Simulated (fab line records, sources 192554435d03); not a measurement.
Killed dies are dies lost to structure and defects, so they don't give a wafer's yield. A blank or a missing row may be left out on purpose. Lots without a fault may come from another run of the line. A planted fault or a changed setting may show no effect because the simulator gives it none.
Which tool did it? | flow n5_finfet | 23 lots, 69 wafers sampled, at 5 steps of a route of 1938

WHAT THE GAUGES READ, wafer by wafer
N5_MOL_CONTACT_COAG_CD_MEAS_08: target cd 28 nm.
lot  | measured     | on        | cd_nm (nm)
L075 | day 5 03:52  | cd_sem-03 | 27.91 28.21 28.19
L074 | day 5 05:20  | cd_sem-01 | 28.80 28.77 28.34
L076 | day 5 06:35  | cd_sem-02 | 28.52 28.29 27.94
L077 | day 5 12:32  | cd_sem-01 | 27.38 27.98 27.58
L078 | day 5 21:09  | cd_sem-02 | 28.04 28.30 28.07
L079 | day 5 23:30  | cd_sem-01 | 27.90 28.31 28.01
L080 | day 6 07:00  | cd_sem-02 | 27.97 28.29 27.88
L081 | day 6 12:47  | cd_sem-03 | 28.30 28.07 28.39
L082 | day 6 19:47  | cd_sem-01 | 27.59 27.89 27.97
L083 | day 7 02:19  | cd_sem-01 | 27.96 27.70 28.15
L084 | day 7 06:34  | cd_sem-02 | 28.19 27.71 28.33
L085 | day 7 13:28  | cd_sem-03 | 28.14 28.15 27.72
L086 | day 8 01:02  | cd_sem-03 | 28.00 28.21 27.72
L088 | day 8 07:04  | cd_sem-01 | 28.19 28.28 28.46
L089 | day 8 09:45  | cd_sem-03 | 28.35 28.21 27.47
L090 | day 8 16:58  | cd_sem-01 | 28.08 27.90 28.24
L091 | day 9 03:11  | cd_sem-03 | 28.12 28.11 28.01
L092 | day 9 04:07  | cd_sem-01 | 27.89 27.86 27.79
L093 | day 9 11:58  | cd_sem-03 | 27.93 27.77 28.17
L094 | day 9 17:56  | cd_sem-03 | 28.25 28.17 27.77
L095 | day 9 22:13  | cd_sem-03 | 28.01 28.25 28.27
L096 | day 10 03:36 | cd_sem-03 | 28.05 27.74 28.44
L097 | day 10 14:46 | cd_sem-02 | 28.43 28.52 27.74

N5_MOL_CONTACT_COAG_INSPECT_97: inspects for defects (darkfield).
lot  | measured     | on                | raw_defect_count
L075 | day 5 23:26  | defect_inspect-01 | 28 35 42
L074 | day 6 02:28  | defect_inspect-01 | 70 36 39
L076 | day 6 02:29  | defect_inspect-02 | 36 51 38
L077 | day 6 09:38  | defect_inspect-01 | 21 32 30
L078 | day 6 16:59  | defect_inspect-01 | 24 58 26
L079 | day 6 19:58  | defect_inspect-01 | 33 37 46
L080 | day 7 01:17  | defect_inspect-02 | 50 53 52
L081 | day 7 06:46  | defect_inspect-01 | 46 43 45
L082 | day 7 12:09  | defect_inspect-02 | 48 57 59
L083 | day 7 19:25  | defect_inspect-02 | 28 41 37
L084 | day 8 06:32  | defect_inspect-02 | 46 39 64
L085 | day 8 09:32  | defect_inspect-02 | 20 24 40
L086 | day 8 18:59  | defect_inspect-02 | 45 86 56
L088 | day 9 02:27  | defect_inspect-01 | 31 52 42
L089 | day 9 05:29  | defect_inspect-02 | 56 37 45
L090 | day 9 11:25  | defect_inspect-02 | 59 66 65
L091 | day 9 22:28  | defect_inspect-01 | 73 43 60
L092 | day 10 02:14 | defect_inspect-01 | 37 22 43
L093 | day 10 05:32 | defect_inspect-02 | 45 66 49
L094 | day 10 10:44 | defect_inspect-02 | 35 56 50
L095 | day 10 14:43 | defect_inspect-02 | 30 34 32
L096 | day 10 19:40 | defect_inspect-02 | 26 31 33
L097 | day 11 07:20 | defect_inspect-01 | 80 45 59

WHICH TOOL RAN EACH LOT (tool, then ch and the chambers of the sampled wafers, then the start)
lot  | N5_MOL_CONTACT_COAG_ETCH_59        | N5_MOL_CONTACT_COAG_ETCH_90        | N5_MOL_CONTACT_COAG_STRIP_72
L075 | rie_diel-01 ch 2,3, day 5 04:02    | rie_diel-03 ch 0,1, day 5 16:00    | rie_diel-03 ch 0,2, day 5 17:59
L074 | rie_diel-06 ch 0,3, day 5 05:29    | rie_diel-03 ch 0,3, day 5 18:50    | rie_diel-06 ch 0,2, day 5 20:49
L076 | rie_diel-01 ch 0,2,3, day 5 06:49  | rie_diel-06 ch 0,1,2, day 5 19:19  | rie_diel-03 ch 1,2,3, day 5 21:34
L077 | rie_diel-01 ch 1,2,3, day 5 12:41  | rie_diel-01 ch 0,1,2, day 6 02:49  | rie_diel-01 ch 2,3, day 6 05:35
L078 | rie_diel-06 ch 0,2, day 5 21:18    | rie_diel-03 ch 0,1,3, day 6 10:54  | rie_diel-06 ch 0,3, day 6 12:53
L079 | rie_diel-03 ch 2,3, day 5 23:39    | rie_diel-03 ch 1,3, day 6 11:30    | rie_diel-06 ch 0,2,3, day 6 13:17
L080 | rie_diel-01 ch 1,2,3, day 6 07:09  | rie_diel-01 ch 1,2,3, day 6 19:26  | rie_diel-01 ch 0,1,2, day 6 21:14
L081 | rie_diel-01 ch 1,2, day 6 12:56    | rie_diel-06 ch 0,2,3, day 7 00:16  | rie_diel-06 ch 0,3, day 7 02:44
L082 | rie_diel-06 ch 0,2,3, day 6 20:04  | rie_diel-01 ch 1,2,3, day 7 06:14  | rie_diel-01 ch 0,1,3, day 7 08:07
L083 | rie_diel-03 ch 0,1, day 7 02:28    | rie_diel-01 ch 1,2,3, day 7 13:28  | rie_diel-03 ch 2,3, day 7 15:21
L084 | rie_diel-03 ch 0,1,3, day 7 07:18  | rie_diel-06 ch 0,2, day 7 18:29    | rie_diel-06 ch 1,3, day 8 02:29
L085 | rie_diel-06 ch 1,2,3, day 7 13:38  | rie_diel-06 ch 0,1,3, day 8 02:09  | rie_diel-03 ch 0,1,2, day 8 04:08
L086 | rie_diel-06 ch 1,3, day 8 01:11    | rie_diel-03 ch 1,3, day 8 12:07    | rie_diel-06 ch 0,1, day 8 14:33
L088 | rie_diel-06 ch 1,3, day 8 07:14    | rie_diel-06 ch 0,1,3, day 8 17:31  | rie_diel-06 ch 0,1, day 8 20:55
L089 | rie_diel-01 ch 1,2,3, day 8 09:55  | rie_diel-01 ch 1,2, day 8 21:04    | rie_diel-06 ch 0,1, day 8 23:59
L090 | rie_diel-01 ch 0,1,2, day 8 17:07  | rie_diel-03 ch 0,2,3, day 9 05:31  | rie_diel-06 ch 1,2,3, day 9 07:22
L091 | rie_diel-06 ch 0,1,3, day 9 03:20  | rie_diel-01 ch 0,2,3, day 9 16:28  | rie_diel-03 ch 0,2,3, day 9 18:16
L092 | rie_diel-06 ch 0,1,2, day 9 04:16  | rie_diel-06 ch 2,3, day 9 19:34    | rie_diel-03 ch 0,3, day 9 22:12
L093 | rie_diel-03 ch 0,2, day 9 12:10    | rie_diel-06 ch 1,2,3, day 9 23:34  | rie_diel-06 ch 0,2,3, day 10 01:30
L094 | rie_diel-06 ch 1,2,3, day 9 18:09  | rie_diel-01 ch 0,2,3, day 10 04:47 | rie_diel-01 ch 2,3, day 10 06:42
L095 | rie_diel-03 ch 0,2,3, day 9 22:22  | rie_diel-01 ch 1,2,3, day 10 08:11 | rie_diel-01 ch 0,1,2, day 10 10:38
L096 | rie_diel-06 ch 1,2,3, day 10 03:46 | rie_diel-06 ch 0,1,3, day 10 13:35 | rie_diel-03 ch 0,1,2, day 10 15:38
L097 | rie_diel-06 ch 0,2,3, day 10 15:01 | rie_diel-03 ch 0,1,3, day 11 01:00 | rie_diel-01 ch 1,3, day 11 03:17
- N5_MOL_CONTACT_COAG_ETCH_59: etches underlayer in N2/H2, target depth 13 nm, time 10.4 s.
- N5_MOL_CONTACT_COAG_ETCH_90: etches SiARC in CF4, target depth 13 nm, time 21.7 s.
- N5_MOL_CONTACT_COAG_STRIP_72: strips in N2/H2.

WHAT THE TOOLS THEMSELVES READ (means of the sampled wafers that have a number; where no wafer has one, the mark that the record gives instead)
N5_MOL_CONTACT_COAG_ETCH_59.
lot  | tool        | drypump_motor_current_A (A) | etch_rf_on_time_s (s) | oes_product_au (a.u.) | rf_vpp_V (V) | showerhead_plenum_p_Torr (Torr) | throttle_valve_pct (%)
L075 | rie_diel-01 | 5.6                         | 10.45                 | 0.63                  | 523.6        | 2.53                            | 17.82
L074 | rie_diel-06 | 5.9                         | 10.66                 | 0.61                  | 522.2        | 2.49                            | 18.22
L076 | rie_diel-01 | 5.6                         | 10.46                 | 0.63                  | 525.4        | 2.57                            | 17.88
L077 | rie_diel-01 | 5.5                         | 10.59                 | 0.62                  | 522.6        | 2.49                            | 18.02
L078 | rie_diel-06 | 5.8                         | 10.57                 | 0.61                  | 525.1        | 2.56                            | 17.92
L079 | rie_diel-03 | 6.3                         | 10.75                 | 0.68                  | 525.5        | 2.58                            | 17.75
L080 | rie_diel-01 | 5.5                         | 10.65                 | 0.61                  | 522.8        | 2.49                            | 18.03
L081 | rie_diel-01 | 5.5                         | 10.55                 | 0.61                  | 521.0        | 2.46                            | 18.23
L082 | rie_diel-06 | 5.8                         | 10.48                 | 0.69                  | 523.4        | 2.52                            | 17.95
L083 | rie_diel-03 | 5.5                         | 10.45                 | 0.60                  | 523.8        | 2.57                            | 18.22
L084 | rie_diel-03 | 5.9                         | 10.46                 | 0.64                  | 524.5        | 2.57                            | 17.91
L085 | rie_diel-06 | 5.4                         | 10.33                 | 0.74                  | 524.4        | 2.53                            | 17.85
L086 | rie_diel-06 | 5.5                         | 10.26                 | 0.80                  | 522.6        | 2.50                            | 17.66
L088 | rie_diel-06 | 5.5                         | 10.22                 | 0.80                  | 522.3        | 2.50                            | 17.67
L089 | rie_diel-01 | 5.6                         | 10.55                 | 0.60                  | 522.8        | 2.48                            | 18.06
L090 | rie_diel-01 | 5.5                         | 10.61                 | 0.61                  | 523.4        | 2.53                            | 18.12
L091 | rie_diel-06 | 5.8                         | 10.38                 | 0.73                  | 521.5        | 2.48                            | 17.78
L092 | rie_diel-06 | 5.8                         | 10.40                 | 0.76                  | 522.7        | 2.52                            | 17.65
L093 | rie_diel-03 | 5.4                         | 10.44                 | 0.66                  | 523.8        | 2.51                            | 17.88
L094 | rie_diel-06 | 5.5                         | 10.35                 | 0.78                  | 523.1        | 2.53                            | 17.74
L095 | rie_diel-03 | 5.9                         | 10.49                 | 0.69                  | 525.6        | 2.59                            | 17.76
L096 | rie_diel-06 | 5.4                         | 10.28                 | 0.77                  | 523.0        | 2.52                            | 17.74
L097 | rie_diel-06 | 5.8                         | 10.38                 | 0.73                  | 523.6        | 2.51                            | 17.86

N5_MOL_CONTACT_COAG_ETCH_90.
lot  | tool        | drypump_motor_current_A (A) | etch_rf_on_time_s (s) | oes_product_au (a.u.) | rf_vpp_V (V) | showerhead_plenum_p_Torr (Torr) | throttle_valve_pct (%)
L075 | rie_diel-03 | 5.5                         | 22.2                  | 0.61                  | 184.1        | 2.11                            | 15.75
L074 | rie_diel-03 | 5.8                         | 22.3                  | 0.66                  | 184.2        | 2.12                            | 15.54
L076 | rie_diel-06 | 5.7                         | 22.1                  | 0.61                  | 183.6        | 2.12                            | 15.63
L077 | rie_diel-01 | 5.6                         | 21.8                  | 0.62                  | 183.5        | 2.14                            | 15.82
L078 | rie_diel-03 | 5.9                         | 22.2                  | 0.65                  | 185.0        | 2.17                            | 15.67
L079 | rie_diel-03 | 6.0                         | 21.9                  | 0.64                  | 185.4        | 2.22                            | 15.79
L080 | rie_diel-01 | 5.5                         | 21.9                  | 0.62                  | 183.9        | 2.10                            | 15.80
L081 | rie_diel-06 | 5.8                         | 22.0                  | 0.69                  | 183.3        | 2.13                            | 15.69
L082 | rie_diel-01 | 5.5                         | 21.7                  | 0.61                  | 184.0        | 2.09                            | 15.81
L083 | rie_diel-01 | 5.5                         | 21.8                  | 0.61                  | 183.2        | 2.09                            | 15.81
L084 | rie_diel-06 | 6.1                         | 22.4                  | 0.63                  | 183.8        | 2.11                            | 15.68
L085 | rie_diel-06 | 5.8                         | 21.8                  | 0.75                  | 184.3        | 2.09                            | 15.48
L086 | rie_diel-03 | 6.0                         | 21.8                  | 0.63                  | 185.2        | 2.21                            | 15.82
L088 | rie_diel-06 | 5.8                         | 21.9                  | 0.74                  | 183.4        | 2.08                            | 15.48
L089 | rie_diel-01 | 5.6                         | 21.9                  | 0.60                  | 183.6        | 2.09                            | 15.91
L090 | rie_diel-03 | 5.9                         | 21.9                  | 0.70                  | 185.0        | 2.19                            | 15.57
L091 | rie_diel-01 | 5.6                         | 22.0                  | 0.61                  | 184.0        | 2.15                            | 15.69
L092 | rie_diel-06 | 5.5                         | 21.4                  | 0.78                  | 184.2        | 2.13                            | 15.60
L093 | rie_diel-06 | 5.4                         | 21.5                  | 0.77                  | 184.5        | 2.12                            | 15.37
L094 | rie_diel-01 | 5.6                         | 22.1                  | 0.60                  | 184.1        | 2.15                            | 15.70
L095 | rie_diel-01 | 5.5                         | 22.0                  | 0.59                  | 183.7        | 2.09                            | 15.87
L096 | rie_diel-06 | 5.8                         | 21.8                  | 0.72                  | 183.5        | 2.08                            | 15.52
L097 | rie_diel-03 | 5.9                         | 21.6                  | 0.71                  | 185.1        | 2.16                            | 15.58

N5_MOL_CONTACT_COAG_STRIP_72.
lot  | tool        | drypump_motor_current_A (A) | oes_product_au (a.u.) | rf_vpp_V (V) | showerhead_plenum_p_Torr (Torr) | temp_c (C) | throttle_valve_pct (%)
L075 | rie_diel-03 | 5.5                         | 0.72                  | 57.0         | 2.41                            | 40.01      | 23.8
L074 | rie_diel-06 | 5.8                         | 0.74                  | 59.2         | 2.55                            | 40.02      | 23.7
L076 | rie_diel-03 | 6.0                         | 0.74                  | 60.0         | 2.56                            | 40.03      | 23.8
L077 | rie_diel-01 | 5.7                         | 0.73                  | 58.1         | 2.52                            | 40.05      | 23.7
L078 | rie_diel-06 | 6.2                         | 0.84                  | 58.3         | 2.46                            | 40.05      | 23.7
L079 | rie_diel-06 | 5.8                         | 0.82                  | 58.6         | 2.51                            | 39.99      | 23.7
L080 | rie_diel-01 | 5.5                         | 0.72                  | 60.8         | 2.53                            | 39.93      | 23.9
L081 | rie_diel-06 | 6.2                         | 0.83                  | 59.6         | 2.46                            | 39.85      | 23.7
L082 | rie_diel-01 | 5.4                         | 0.72                  | 58.6         | 2.52                            | 39.97      | 23.9
L083 | rie_diel-03 | 6.0                         | 0.93                  | 60.3         | 2.70                            | 40.08      | 23.5
L084 | rie_diel-06 | 5.5                         | 0.94                  | 58.1         | 2.50                            | 39.95      | 23.5
L085 | rie_diel-03 | 5.6                         | 0.79                  | 58.6         | 2.58                            | 40.07      | 23.9
L086 | rie_diel-06 | 6.2                         | 0.82                  | 60.7         | 2.47                            | 40.05      | 23.5
L088 | rie_diel-06 | 5.8                         | 0.87                  | 58.4         | 2.47                            | 40.02      | 23.4
L089 | rie_diel-06 | 5.8                         | 0.86                  | 59.6         | 2.48                            | 39.93      | 23.4
L090 | rie_diel-06 | 5.4                         | 0.93                  | 58.7         | 2.52                            | 40.10      | 23.7
L091 | rie_diel-03 | 5.9                         | 0.80                  | 59.5         | 2.59                            | 39.99      | 23.5
L092 | rie_diel-03 | 5.8                         | 0.75                  | 58.6         | 2.49                            | 40.01      | 23.4
L093 | rie_diel-06 | 5.8                         | 0.86                  | 61.8         | 2.50                            | 39.94      | 23.7
L094 | rie_diel-01 | 5.7                         | 0.70                  | 60.1         | 2.51                            | 40.05      | 23.7
L095 | rie_diel-01 | 5.5                         | 0.69                  | 58.9         | 2.52                            | 40.00      | 23.9
L096 | rie_diel-03 | 5.6                         | 0.87                  | 58.6         | 2.57                            | 39.96      | 23.8
L097 | rie_diel-01 | 5.5                         | 0.71                  | 59.1         | 2.47                            | 39.98      | 23.8

THE ANSWER, worked out from the rows above alone
Rule: what is usual is taken from the lots themselves. Put in order of their means at a reading, lots are off if they are a third of the lots or fewer, leave a main group of 4 or more, and stand apart from it by a gap of 3 or more times the standard deviation of the main group's means; of several such gaps the widest counts. A main group whose means are all the same, to the digits that the tables above print for the reading, isn't used. A lot without any number at a reading at which 4 lots or more have one is off too. The other lots that the step has rows for count as sound. The gauges are gone through in route order, then the tools' own readings, and for those a lot's mean is taken as printed above. The first step at which some lot is off is used, and at that step the reading that is off furthest; a lot without a number counts as furthest.
No lot is off at any reading shown: from this, nothing can be told.

WHAT THE SIMULATOR HAD PUT IN
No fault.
